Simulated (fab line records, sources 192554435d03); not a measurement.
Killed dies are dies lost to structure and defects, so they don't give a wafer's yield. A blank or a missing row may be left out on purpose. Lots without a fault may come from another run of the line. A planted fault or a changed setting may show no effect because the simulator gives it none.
fab line records | flow n5_finfet
record lots=9 wafers=27 last_day=19
route steps=1938 shown BEOL_M4@1111 BEOL_M11@1539 PASSIVATION@1936
lots that met no fault: from a run of the same line without faults
start_h: hours from the record's first day to the start of the lot's first wafer shown | wait_h: hours since the lot's step before | " the same as in the row above | L1.1+2: a row that stands for several wafers | - no value, or no start given | * or withheld: withheld | < > ~ a bound
route shown NAME@n: a module of which the file shows steps, and the number in the route of the first | usual: mean/standard deviation of fault-free wafers | same: alike in all rows | chamber/n: place in a boat | sites: the reading at each site | _std_site: their standard deviation | _edge_site: outer sites' mean less inner sites' | radius_mm: how far each site lies from the wafer's centre | mask NAME#n: copy n | behind: the tool/chamber that last shaped the wafer | hold: why the lot was held/for how many hours/how that ended | device: the transistor (n, p or np) that didn't switch | end of line: the same wafers' tests at the end of the route | a step without rows: its recipe alone | killed: dies lost to structure and defects at the first sort, not the wafer's yield | map: a wafer's dies, x killed, . not, _ none there
set.NAME: the setting as run; set.NAME@STEP: as run at that earlier step | model.NAME: the simulator's own value behind a step, which no gauge read
steps of the route over a sample of lots; a table a step, a row a wafer
services: from which hour (start_h, from the record's first day; less than 0 if before it) a tool's chamber was out of use, for how many hours, and why
## steps
# step N5_BEOL_M4_RC_MEAS_101
# usual DIBL_N=36.6/1.9 DIBL_P=36.7/2.2 IOFF_N=0.16/0.035 IOFF_P=0.22/0.038 ION_N=672/14 ION_P=462/8.3 SS_N=71.6/0.65 SS_P=73.5/0.72 VT_N=250/3.5 VT_P=-250/3.1
# columns lot.wafer tool chamber start_h wait_h DIBL_N[mV/V] DIBL_P[mV/V] IOFF_N[nA/um] IOFF_P[nA/um] ION_N[uA/um] ION_P[uA/um] SS_N[mV/dec] SS_P[mV/dec] VT_N[mV] VT_P[mV]
L182.2 prober-02 0 218.38 0.2 37.3 37.3 0.16 0.25 690 480 71.2 73.6 248 -247
L182.4 " 0 " " 33.2 32.7 0.11 0.18 685 474 70.0 72.5 253 -250
L182.6 " 0 " " 34.2 34.5 0.13 0.20 676 477 70.5 72.5 251 -249
L187.3 prober-01 0 237.16 0.3 35.9 35.8 0.14 0.16 675 454 71.9 73.2 254 -256
L187.5 " 0 " " 37.0 38.1 0.17 0.21 661 455 71.1 74.0 250 -252
L187.6 " 0 " " 38.1 38.4 0.18 0.22 685 465 72.2 74.1 250 -254
L188.3 prober-01 0 238.77 0.3 36.2 36.5 0.14 0.21 674 459 71.4 73.3 256 -252
L188.5 " 0 " " 36.9 37.1 0.16 0.23 673 467 71.7 74.2 251 -245
L188.6 " 0 " " 35.3 35.5 0.13 0.20 674 465 71.0 73.5 251 -250
L190.1 prober-02 0 257.28 0.0 34.1 33.4 0.13 0.17 650 448 71.7 72.8 254 -253
L190.4 " 0 " " 33.8 32.8 0.12 0.16 656 454 71.4 72.9 256 -253
L190.5 " 0 " " 33.7 32.6 0.12 0.16 642 439 71.3 72.9 258 -251
L192.2 prober-01 0 257.68 0.2 39.4 38.3 0.19 0.29 660 458 72.1 74.2 249 -245
L192.5 " 0 " " 37.4 34.6 0.15 0.22 660 462 71.8 73.2 252 -248
L192.6 " 0 " " 37.5 36.3 0.16 0.26 674 468 72.5 73.5 251 -248
L193.4 prober-01 0 272.38 0.5 35.5 35.2 0.13 0.18 650 451 71.8 73.1 252 -251
L193.5 " 0 " " 33.3 32.9 0.11 0.16 656 459 70.9 72.7 254 -254
L193.6 " 0 " " 35.3 34.6 0.14 0.18 665 452 71.5 73.1 253 -251
L194.2 prober-02 0 279.73 0.2 34.9 35.8 0.13 0.18 671 456 72.0 73.1 253 -253
L194.3 " 0 " " 36.9 37.6 0.18 0.22 673 454 72.6 73.7 250 -250
L194.4 " 0 " " 36.8 38.6 0.17 0.24 672 463 71.8 73.5 249 -248
L202.2 prober-02 0 319.81 0.2 38.0 37.2 0.19 0.26 699 472 71.8 73.5 249 -244
L202.3 " 0 " " 39.0 39.1 0.23 0.31 682 467 71.8 74.1 245 -244
L202.6 " 0 " " 37.8 36.6 0.18 0.25 674 463 72.4 73.6 248 -245
L203.3 prober-01 0 328.16 0.3 37.0 38.4 0.17 0.22 674 467 71.4 73.3 251 -250
L203.4 " 0 " " 36.8 38.0 0.17 0.24 676 459 72.2 74.1 248 -248
L203.5 " 0 " " 38.7 39.6 0.20 0.26 694 470 72.2 73.6 249 -248
# step N5_BEOL_M11_PECVD_70
# recipe material=SiO2 target_thk_a=200 temp_c=400 precursor=TEOS/O2 pressure_torr=5.5 rf_w=450 teos_flow_sccm=53.8 gas=O2 flow_sccm=3000 time_s=22.7
# usual heater_power_w=705/98 showerhead_plenum_p_Torr=8.80/0.062 throttle_valve_pct=22.6/1.1
# columns lot.wafer tool chamber start_h wait_h heater_power_w showerhead_plenum_p_Torr throttle_valve_pct
L182.2 pecvd-01 2 277.94 0.0 802 8.86 20.7
L182.4 " 2 " " 786 8.86 20.5
L182.6 " 0 " " 891 8.85 23.8
L187.3 pecvd-04 2 289.54 0.0 605 8.78 21.5
L187.5 " 0 " " 605 8.77 22.5
L187.6 " 1 " " 595 8.87 22.7
L188.3 pecvd-01 2 306.53 0.0 767 8.84 20.9
L188.5 " 2 " " 778 8.88 21.0
L188.6 " 0 " " 838 8.85 23.9
L192.2 pecvd-04 0 319.22 0.0 592 8.72 22.3
L192.5 " 2 " " 538 8.77 21.6
L192.6 " 1 " " 640 8.88 22.5
L190.1 pecvd-01 0 324.17 0.0 853 8.87 23.8
L190.4 " 2 " " 746 8.86 20.9
L190.5 " 0 " " 867 8.86 23.7
L193.4 pecvd-01 2 333.58 0.1 665 8.87 20.8
L193.5 " 1 " " 643 8.82 22.5
L193.6 " 0 " " 919 8.83 23.6
L194.2 pecvd-02 0 357.33 0.0 744 8.66 23.7
L194.3 " 1 " " 577 8.79 24.0
L194.4 " 1 " " 603 8.79 24.1
L202.2 pecvd-04 0 393.53 0.0 653 8.76 22.5
L202.3 " 0 " " 646 8.75 22.2
L202.6 " 0 " " 623 8.75 22.3
L203.3 pecvd-04 2 397.97 0.1 567 8.77 21.6
L203.4 " 0 " " 598 8.77 22.3
L203.5 " 0 " " 598 8.77 22.4
# step N5_BEOL_M11_CD_MEAS_11
# recipe target_cd_nm=64.1 landing_energy_ev=500 detector=se_inlens polarity=opening
# usual cd_nm=64.1/0.48
# columns lot.wafer tool chamber start_h wait_h cd_nm
L182.2 cd_sem-01 0 279.28 - 64.4
L182.4 " 0 " " 64.9
L182.6 " 0 " " 64.2
L187.3 cd_sem-02 0 292.77 - 63.8
L187.5 " 0 " " 63.3
L187.6 " 0 " " 63.7
L188.3 cd_sem-02 0 307.30 - 64.6
L188.5 " 0 " " 64.6
L188.6 " 0 " " 64.1
L192.2 cd_sem-01 0 321.21 - 64.3
L192.5 " 0 " " 63.4
L192.6 " 0 " " 63.7
L190.1 cd_sem-03 0 325.63 - 64.8
L190.4 " 0 " " 63.8
L190.5 " 0 " " 64.6
L193.4 cd_sem-01 0 334.73 - 64.2
L193.5 " 0 " " 63.6
L193.6 " 0 " " 64.3
L194.2 cd_sem-03 0 358.16 - 64.1
L194.3 " 0 " " 64.1
L194.4 " 0 " " 63.5
L202.2 cd_sem-01 0 394.40 - 63.9
L202.3 " 0 " " 64.9
L202.6 " 0 " " 63.3
L203.3 cd_sem-01 0 400.53 - 62.9
L203.4 " 0 " " 64.0
L203.5 " 0 " " 63.7
# step N5_BEOL_M11_STRIP_67
# recipe chemistry=CF4 resist=SiARC power_w=300 bias_power_w=75 pressure_mtorr=50 cf4_flow_sccm=150 rf_frequency_hz=6e+07
# usual bias_power_w=74.99/0.21 cf4_flow_sccm=150.0/0.44 drypump_motor_current_A=5.9/0.46 oes_product_au=0.77/0.065 rf_vpp_V=271.1/1.3 showerhead_plenum_p_Torr=1.80/0.049 throttle_valve_pct=13.62/0.25
# columns lot.wafer tool chamber start_h wait_h bias_power_w cf4_flow_sccm drypump_motor_current_A oes_product_au rf_hours_counter_h rf_vpp_V showerhead_plenum_p_Torr throttle_valve_pct
L182.2 rie_diel-06 3 279.59 0.0 74.60 150.4 6.0 0.75 175 271.6 1.80 13.63
L182.4 " 1 " " 75.40 149.7 5.2 0.87 40 272.2 1.83 13.61
L182.6 " 3 " " 74.78 150.0 6.0 0.74 - 271.6 1.80 13.63
L187.3 rie_diel-06 3 293.32 0.0 74.78 150.1 6.0 0.74 181 271.3 1.80 13.63
L187.5 " 0 " " 74.65 149.6 6.6 0.87 - 270.8 1.83 13.14
L187.6 " 1 " " 74.79 150.2 5.1 0.86 - 271.9 1.82 13.62
L188.3 rie_diel-01 3 307.61 0.0 75.23 149.6 6.3 0.83 81 269.8 1.74 13.31
L188.5 " 0 " " 75.18 150.3 6.0 0.69 - 270.3 1.79 13.92
L188.6 " 1 " " 74.81 149.9 5.8 0.69 - 269.0 1.72 13.89
L192.2 rie_diel-03 3 321.60 0.0 75.16 149.6 4.7 0.74 167 268.4 1.71 13.63
L192.5 " 0 " " 74.70 150.3 5.5 0.85 - 272.4 1.82 13.47
L192.6 " 1 " " 74.69 150.2 4.9 0.78 - 270.5 1.73 13.82
L190.1 rie_diel-06 3 325.95 0.0 - - - - - - - -
L190.4 " 2 " " - - - - - - - -
L190.5 " 0 " " - - - - - - - -
L193.4 rie_diel-06 2 336.34 0.0 - - - - - - - -
L193.5 " 0 " " - - - - - - - -
L193.6 " 3 " " - - - - - - - -
L194.2 rie_diel-06 0 358.69 0.0 - - - - - - - -
L194.3 " 1 " " - - - - - - - -
L194.4 " 3 " " - - - - - - - -
L202.2 rie_diel-06 1 396.10 0.0 75.31 150.7 5.2 0.81 79 271.7 1.81 13.71
L202.3 " 3 " " 74.92 150.4 5.9 0.72 209 270.3 1.79 13.68
L202.6 " 0 " " 74.79 150.7 6.6 0.82 - 270.1 1.82 13.23
L203.3 rie_diel-06 3 401.18 0.0 74.80 149.7 6.0 0.72 211 271.3 1.79 13.69
L203.4 " 0 " " 75.02 149.8 6.6 0.83 101 271.4 1.82 13.23
L203.5 " 2 " " 74.73 149.8 5.9 0.70 - 271.2 1.85 13.76
# step N5_BEOL_M11_CD_MEAS_28
# recipe target_cd_nm=70 landing_energy_ev=500 detector=se_inlens polarity=opening
# usual cd_nm=69.9/0.9
# columns lot.wafer tool chamber start_h wait_h cd_nm
L182.2 cd_sem-03 0 280.68 - 68.2
L182.4 " 0 " " 70.6
L182.6 " 0 " " 68.6
L187.3 cd_sem-01 0 294.85 - 70.5
L187.5 " 0 " " 71.6
L187.6 " 0 " " 70.8
L188.3 cd_sem-03 0 309.57 - 71.1
L188.5 " 0 " " 70.9
L188.6 " 0 " " 69.8
L192.2 cd_sem-02 0 322.27 - 70.1
L192.5 " 0 " " 69.1
L192.6 " 0 " " 68.0
L190.1 cd_sem-03 0 329.44 - 70.0
L190.4 " 0 " " 69.5
L190.5 " 0 " " 70.9
L193.4 cd_sem-02 0 337.30 - 70.6
L193.5 " 0 " " 71.0
L193.6 " 0 " " 70.0
L194.2 cd_sem-03 0 359.34 - 70.2
L194.3 " 0 " " 70.8
L194.4 " 0 " " 72.1
L202.2 cd_sem-01 0 396.90 - 68.8
L202.3 " 0 " " 70.2
L202.6 " 0 " " 70.3
L203.3 cd_sem-03 0 401.72 - 68.9
L203.4 " 0 " " 68.7
L203.5 " 0 " " 69.2
# step N5_BEOL_M11_ETCH_66
# recipe chemistry=N2/H2 target=SOC target_depth_a=1200 overetch_a=240 mask_material=SiARC temp_c=40 time_s=180 ion_energy_ev=200 pressure_mtorr=30 source_w=840 bias_w=150 n2_flow_sccm=200 h2_flow_sccm=200
# usual drypump_motor_current_A=5.7/0.56 oes_product_au=0.63/0.049 rf_vpp_V=523.9/2 showerhead_plenum_p_Torr=2.55/0.07 throttle_valve_pct=17.82/0.24
# columns lot.wafer tool chamber start_h wait_h drypump_motor_current_A oes_product_au rf_hours_counter_h rf_vpp_V showerhead_plenum_p_Torr throttle_valve_pct
L182.2 rie_diel-06 2 280.85 0.0 6.0 0.58 185 526.9 2.64 17.84
L182.4 " 1 " " 5.2 0.69 40 524.7 2.59 17.98
L182.6 " 0 " " 6.6 0.70 - 523.7 2.59 17.36
L187.3 rie_diel-06 2 295.19 0.0 6.0 0.58 192 524.6 2.63 17.87
L187.5 " 2 " " 5.9 0.58 - 526.0 2.63 17.86
L187.6 " 1 " " 5.2 0.70 - 526.3 2.59 18.00
L188.3 rie_diel-03 1 310.10 0.0 5.0 0.63 130 520.6 2.45 18.10
L188.5 " 0 " " 5.5 0.69 - 523.6 2.60 17.72
L188.6 " 1 " " 5.0 0.63 - 521.0 2.45 18.12
L192.2 rie_diel-03 1 322.73 0.0 5.0 0.63 134 520.5 2.45 18.10
L192.5 " 2 " " 5.1 0.62 - 525.1 2.56 17.89
L192.6 " 3 " " 4.7 0.60 - 521.3 2.43 18.04
L190.1 rie_diel-06 1 329.62 0.0 5.2 0.87 59 524.5 2.58 18.04
L190.4 " 2 " " 6.0 0.70 201 526.1 2.63 17.88
L190.5 " 0 " " 6.6 0.84 - 526.1 2.59 17.42
L193.4 rie_diel-03 1 337.47 0.0 5.0 0.78 137 521.8 2.45 18.13
L193.5 " 0 " " 5.5 0.85 - 524.9 2.59 17.78
L193.6 " 3 " " 4.7 0.74 - 521.8 2.43 18.08
L194.2 rie_diel-03 0 359.51 0.0 5.5 0.84 58 524.9 2.59 17.79
L194.3 " 2 " " 5.0 0.76 134 524.6 2.56 17.95
L194.4 " 3 " " 4.7 0.73 175 519.9 2.43 18.08
L202.2 rie_diel-01 3 397.61 0.0 6.3 0.64 111 520.6 2.44 17.46
L202.3 " 2 " " 5.9 0.59 171 527.5 2.63 17.87
L202.6 " 3 " " 6.2 0.64 - 520.4 2.44 17.47
L203.3 rie_diel-01 0 402.88 0.0 6.0 0.55 245 522.4 2.51 18.14
L203.4 " 0 " " 6.0 0.54 - 522.2 2.51 18.12
L203.5 " 3 " " 6.3 0.64 - 522.5 2.44 17.48
# step N5_BEOL_M11_OCD_MEAS_38
# usual trench_depth_nm=148/3.1
# columns lot.wafer tool chamber start_h wait_h trench_depth_nm
L182.2 ocd-01 - 281.26 - 148
L182.4 " - " " 152
L182.6 " - " " 148
L187.3 ocd-02 - 295.60 - 146
L187.5 " - " " 145
L187.6 " - " " 153
L188.3 ocd-02 - 310.51 - 152
L188.5 " - " " 149
L188.6 " - " " 152
L192.2 ocd-01 - 323.14 - 150
L192.5 " - " " 150
L192.6 " - " " 149
L190.1 ocd-02 - 330.03 - -
L190.4 " - " " -
L190.5 " - " " -
L193.4 ocd-01 - 337.88 - -
L193.5 " - " " -
L193.6 " - " " -
L194.2 ocd-02 - 359.92 - -
L194.3 " - " " -
L194.4 " - " " -
L202.2 ocd-02 - 398.02 - 147
L202.3 " - " " 145
L202.6 " - " " 147
L203.3 ocd-02 - 403.29 - 145
L203.4 " - " " 144
L203.5 " - " " 146
# step N5_PASSIVATION_PROBE_49
# usual defect_limited_yield=91.6/1.4 killed_at_M0_to_M3=35/10 killed_at_M4_up=13/4.8 killed_at_contacts=12/7.2 killed_at_front_end=36/12 killed_at_other=4/3.1 killed_dies=100/17 killed_on_rim=13/4.2 killed_open=66/13 killed_short=32/7.3 sort_bin_5_function=5.0/0.94 sort_bin_6_memory=3.1/0.67 sort_n_pass=1080/17 sort_yield_pct=91.6/1.4
# same gross_dies=1180 killed_at_back_side=0 sort_bin_4_leakage[%]=0 sort_bin_8_speed[%]=0
# columns lot.wafer tool chamber start_h wait_h defect_limited_yield[%] killed_at_M0_to_M3 killed_at_M4_up killed_at_contacts killed_at_front_end killed_at_other killed_dies killed_on_rim killed_open killed_short sort_bin_5_function[%] sort_bin_6_memory[%] sort_n_pass sort_yield_pct[%]
L182.2 prober-01 - 347.66 0.1 92.7 40 7 12 25 2 86 11 55 30 4.6 2.4 1094 92.7
L182.4 prober-01 - 347.76 0.2 92.7 28 12 9 33 4 86 6 55 31 4.7 2.5 1094 92.7
L182.6 prober-01 - 347.86 0.3 90.3 46 14 4 49 2 115 18 79 35 5.8 3.8 1065 90.3
L187.3 prober-01 - 356.88 0.1 89.7 32 8 16 65 0 121 15 83 37 5.8 4.0 1059 89.7
L187.5 prober-01 - 356.98 0.2 91.5 20 17 20 39 4 100 14 76 24 5.1 3.0 1080 91.5
L187.6 prober-01 - 357.03 0.3 91.8 33 19 8 31 6 97 10 68 29 5.7 2.5 1083 91.8
L192.2 prober-02 - 377.10 0.4 91.6 46 14 7 26 6 99 11 62 36 5.0 3.2 1081 91.6
L192.5 prober-02 - 377.25 0.5 91.5 42 15 4 38 1 100 9 59 40 5.3 2.6 1080 91.5
L192.6 prober-02 - 377.30 0.6 92.6 42 9 4 28 4 87 8 61 26 4.2 3.1 1093 92.6
L193.4 prober-01 - 389.16 0.2 0 26 1100 15 32 7 1180 152 55 36 96.4 3.0 0 0
L193.5 prober-01 - 389.21 0.2 0 47 1095 7 24 7 1180 152 68 33 96.7 3.0 0 0
L193.6 prober-01 - 389.26 0.3 0 30 1097 7 41 5 1180 152 66 32 97.2 2.6 0 0
L190.1 prober-01 - 389.60 0.0 0 37 1087 13 39 4 1180 152 61 39 96.1 3.6 0 0
L190.4 prober-01 - 389.75 0.2 0 31 1083 8 52 6 1180 152 68 36 96.5 3.2 0 0
L190.5 prober-01 - 389.80 0.2 0 30 1111 12 26 1 1180 152 65 29 97.0 2.9 0 0
L194.2 prober-02 - 407.22 0.1 0 22 1119 12 23 4 1180 152 53 24 96.9 2.6 0 0
L194.3 prober-02 - 407.27 0.1 0 32 1112 15 19 2 1180 152 60 26 96.9 3.0 0 0
L194.4 prober-02 - 407.32 0.2 0 29 1110 11 27 3 1180 152 61 29 96.8 3.2 0 0
L203.3 prober-02 - 448.85 0.1 92.1 22 17 19 32 3 93 18 62 30 4.5 3.1 1087 92.1
L203.4 prober-02 - 448.90 0.2 90.5 26 16 18 49 3 112 17 71 41 6.0 2.7 1068 90.5
L203.5 prober-02 - 448.95 0.2 90.0 50 16 21 23 8 118 18 83 35 5.8 3.7 1062 90.0
# killed by level:class
L182.2 BEOL_M3:geometric_particle:open=12 BEOL_M2:geometric_particle:open=9 BEOL_M0_SAQP:geometric_particle:short=8 MOL_CONTACT_COAG:geometric_particle:open=7 GATE_CUT:geometric_particle:short=6 FIN_SAQP:geometric_particle:open=5 MOL_CONTACT_COAG:geometric_particle:short=5 BEOL_M0:geometric_particle:open=4
L182.4 STI_FIN_REVEAL:geometric_particle:open=13 BEOL_M2:geometric_particle:open=9 MOL_CONTACT_COAG:geometric_particle:open=7 BEOL_M0_SAQP:geometric_particle:open=6 FIN_SAQP:geometric_particle:short=3 BEOL_M0_SAQP:geometric_particle:short=3 BEOL_M4:geometric_particle:open=3 BEOL_M1:geometric_particle:short=3
L182.6 BEOL_M0_SAQP:geometric_particle:open=15 GATE_CUT:geometric_particle:short=11 BEOL_M5:geometric_particle:open=10 BEOL_M3:geometric_particle:open=9 BEOL_M0_SAQP:geometric_particle:short=8 STI_FIN_REVEAL:geometric_particle:open=7 BEOL_M2:geometric_particle:open=7 FIN_SAQP:geometric_particle:open=5
L187.3 STI_FIN_REVEAL:geometric_particle:open=25 MOL_CONTACT_COAG:geometric_particle:open=13 FIN_SAQP:geometric_particle:open=12 BEOL_M0_SAQP:geometric_particle:short=9 BEOL_M0_SAQP:geometric_particle:open=8 BEOL_M3:geometric_particle:open=6 BEOL_M3:geometric_particle:short=6 STARTING-WAFER:geometric_particle:short=5
L187.5 MOL_CONTACT_COAG:geometric_particle:open=16 STI_FIN_REVEAL:geometric_particle:open=13 BEOL_M4:geometric_particle:open=11 FIN_SAQP:geometric_particle:open=7 FIN_SAQP:geometric_particle:short=6 BEOL_M0_SAQP:geometric_particle:open=6 BEOL_M0_SAQP:geometric_particle:short=5 MOL_CONTACT_COAG:geometric_particle:short=4
L187.6 STI_FIN_REVEAL:geometric_particle:open=10 BEOL_M0_SAQP:geometric_particle:short=10 BEOL_M4:geometric_particle:open=10 BEOL_M0_SAQP:geometric_particle:open=9 MOL_CONTACT_COAG:geometric_particle:open=7 FIN_SAQP:geometric_particle:open=5 BEOL_M3:geometric_particle:open=5 ILD0:geometric_particle:short=4
L192.2 BEOL_M3:geometric_particle:open=14 BEOL_M0_SAQP:geometric_particle:short=13 BEOL_M0_SAQP:geometric_particle:open=10 BEOL_M4:geometric_particle:open=8 FIN_SAQP:geometric_particle:short=7 MOL_CONTACT_COAG:geometric_particle:open=6 FIN_SAQP:geometric_particle:open=5 BEOL_M3:geometric_particle:short=3
L192.5 BEOL_M0_SAQP:geometric_particle:short=13 FIN_SAQP:geometric_particle:short=10 BEOL_M4:geometric_particle:open=9 BEOL_M0_SAQP:geometric_particle:open=7 BEOL_M2:geometric_particle:open=7 FIN_SAQP:geometric_particle:open=6 BEOL_M0:geometric_particle:open=5 STARTING-WAFER:geometric_particle:open=5
L192.6 BEOL_M2:geometric_particle:open=19 ILD0:geometric_particle:short=6 BEOL_M0:geometric_particle:open=6 BEOL_M3:geometric_particle:open=6 DUMMY_GATE:geometric_particle:open=5 BEOL_M0_SAQP:geometric_particle:short=4 FIN_SAQP:geometric_particle:open=3 BEOL_M7:geometric_particle:open=3
L193.4 BEOL_M11:area_etch=1089 MOL_CONTACT_COAG:geometric_particle:open=12 BEOL_M0_SAQP:geometric_particle:short=9 FIN_SAQP:geometric_particle:short=7 GATE_CUT:geometric_particle:open=7 BEOL_M1:geometric_particle:open=6 FIN_SAQP:geometric_particle:open=4 BEOL_M0_SAQP:geometric_particle:open=4
L193.5 BEOL_M11:area_etch=1077 BEOL_M0_SAQP:geometric_particle:open=14 BEOL_M0_SAQP:geometric_particle:short=10 FIN_SAQP:geometric_particle:short=8 BEOL_M1:geometric_particle:open=8 MOL_CONTACT_COAG:geometric_particle:open=6 STI_FIN_REVEAL:geometric_particle:open=5 BEOL_M2:geometric_particle:open=5
L193.6 BEOL_M11:area_etch=1082 FIN_SAQP:geometric_particle:open=10 BEOL_M0:geometric_particle:open=8 BEOL_M1:geometric_particle:open=7 MOL_CONTACT_COAG:geometric_particle:open=6 FIN_SAQP:geometric_particle:short=5 GATE_CUT:geometric_particle:open=5 STI_FIN_REVEAL:geometric_particle:open=4
L190.1 BEOL_M11:area_etch=1080 BEOL_M0_SAQP:geometric_particle:open=9 BEOL_M0_SAQP:geometric_particle:short=9 FIN_SAQP:geometric_particle:short=8 MOL_CONTACT_COAG:geometric_particle:open=8 BEOL_M1:geometric_particle:open=8 FIN_SAQP:geometric_particle:open=7 STI_FIN_REVEAL:geometric_particle:open=7
L190.4 BEOL_M11:area_etch=1076 STI_FIN_REVEAL:geometric_particle:open=16 DUMMY_GATE:geometric_particle:open=9 BEOL_M1:geometric_particle:open=9 MOL_CONTACT_COAG:geometric_particle:open=8 BEOL_M0_SAQP:geometric_particle:short=7 FIN_SAQP:geometric_particle:short=5 FIN_SAQP:geometric_particle:open=5
L190.5 BEOL_M11:area_etch=1086 BEOL_M1:geometric_particle:open=11 MOL_CONTACT_COAG:geometric_particle:open=9 BEOL_M4:geometric_particle:open=9 DUMMY_GATE:geometric_particle:open=6 FIN_SAQP:geometric_particle:open=5 BEOL_M0_SAQP:geometric_particle:short=5 BEOL_M2:geometric_particle:open=5
L194.2 BEOL_M11:area_etch=1103 MOL_CONTACT_COAG:geometric_particle:open=9 BEOL_M0_SAQP:geometric_particle:short=8 BEOL_M1:geometric_particle:open=6 BEOL_M4:geometric_particle:open=6 BEOL_M0_SAQP:geometric_particle:open=4 FIN_SAQP:geometric_particle:open=3 FIN_CUT:geometric_particle:open=3
L194.3 BEOL_M11:area_etch=1094 MOL_CONTACT_COAG:geometric_particle:open=15 BEOL_M4:geometric_particle:open=11 BEOL_M0_SAQP:geometric_particle:short=8 BEOL_M0_SAQP:geometric_particle:open=6 BEOL_M0:geometric_particle:open=5 BEOL_M2:geometric_particle:open=5 FIN_SAQP:geometric_particle:open=4
L194.4 BEOL_M11:area_etch=1090 BEOL_M4:geometric_particle:open=14 MOL_CONTACT_COAG:geometric_particle:open=10 BEOL_M0_SAQP:geometric_particle:open=9 BEOL_M1:geometric_particle:open=6 FIN_SAQP:geometric_particle:short=5 BEOL_M2:geometric_particle:open=5 BEOL_M0_SAQP:geometric_particle:short=4
L203.3 MOL_CONTACT_COAG:geometric_particle:open=13 FIN_SAQP:geometric_particle:open=7 GATE_CUT:geometric_particle:open=6 MOL_CONTACT_COAG:geometric_particle:short=6 BEOL_M2:geometric_particle:open=5 BEOL_M0_SAQP:geometric_particle:short=5 STARTING-WAFER:geometric_particle:open=5 BEOL_M0:geometric_particle:open=4
L203.4 MOL_CONTACT_COAG:geometric_particle:open=15 FIN_SAQP:geometric_particle:short=11 BEOL_M1:geometric_particle:open=9 GATE_CUT:geometric_particle:short=8 BEOL_M4:geometric_particle:open=8 FIN_SAQP:geometric_particle:open=7 GATE_CUT:geometric_particle:open=6 BEOL_M0_SAQP:geometric_particle:short=6
L203.5 MOL_CONTACT_COAG:geometric_particle:open=18 BEOL_M0_SAQP:geometric_particle:short=12 BEOL_M0_SAQP:geometric_particle:open=11 BEOL_M0:geometric_particle:open=10 BEOL_M3:geometric_particle:open=6 FIN_SAQP:geometric_particle:open=5 STI_FIN_REVEAL:geometric_particle:open=5 MIM_TOP:geometric_particle:open=5
## services
# columns tool chamber start_h hours kind
rie_diel-03 2 257.70 2.6 repair
pecvd-02 2 276.32 5.5 scheduled_down
rie_diel-03 - 281.46 14.6 pm
pecvd-02 1 291.84 19.8 repair
rie_diel-03 0 348.81 7.2 repair
pecvd-01 - 353.31 0.8 repair
rie_diel-01 1 381.93 - clean
rie_diel-01 1 381.93 - consumable_replace:focus_ring
rie_diel-01 1 381.93 - consumable_replace:showerhead
rie_diel-01 1 381.93 34.8 scheduled_down
rie_diel-01 1 381.93 34.8 vent_cycle
pecvd-04 1 383.62 - clean
pecvd-04 1 383.62 - consumable_replace:showerhead
pecvd-04 1 383.62 29.0 scheduled_down
pecvd-04 1 383.62 29.0 vent_cycle
pecvd-02 0 388.25 6.3 repair
rie_diel-06 3 390.17 4.9 repair
## key
first_sign step=N5_BEOL_M11_STRIP_67 reading=tool_record direction=missing
effect step=N5_BEOL_M11_ETCH_66 reading=oes_product_au direction=up sigmas=3.2 usual=0.63 struck=0.79
effect step=N5_BEOL_M11_OCD_MEAS_38 reading=trench_depth_nm direction=missing
effect step=N5_PASSIVATION_PROBE_49 reading=killed_at_M4_up direction=up sigmas=99+ usual=13 struck=1102
more_kills_born_at N5_BEOL_M11_ETCH_66@rie_diel-03=6535 N5_BEOL_M11_ETCH_66@rie_diel-06=3242
met_at N5_BEOL_M11_STRIP_67
struck_lots L190,L193,L194
later_rows_left_out L190.1,L190.4,L190.5,L193.4,L193.5,L193.6,L194.2,L194.3,L194.4
not_acting_at N5_BEOL_M11_PECVD_70,N5_BEOL_M11_CD_MEAS_11,N5_BEOL_M11_CD_MEAS_28
onset_between 293.32 325.95
fault kind=skipped_step_whole tool=rie_diel-06 chamber=- onset_h=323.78 steps=N5_BEOL_M11_STRIP_67 scope=struck_lots_only
# later_rows_left_out: the simulator's readings of these wafers behind a module that went badly wrong aren't trusted and aren't shown, but for the sort
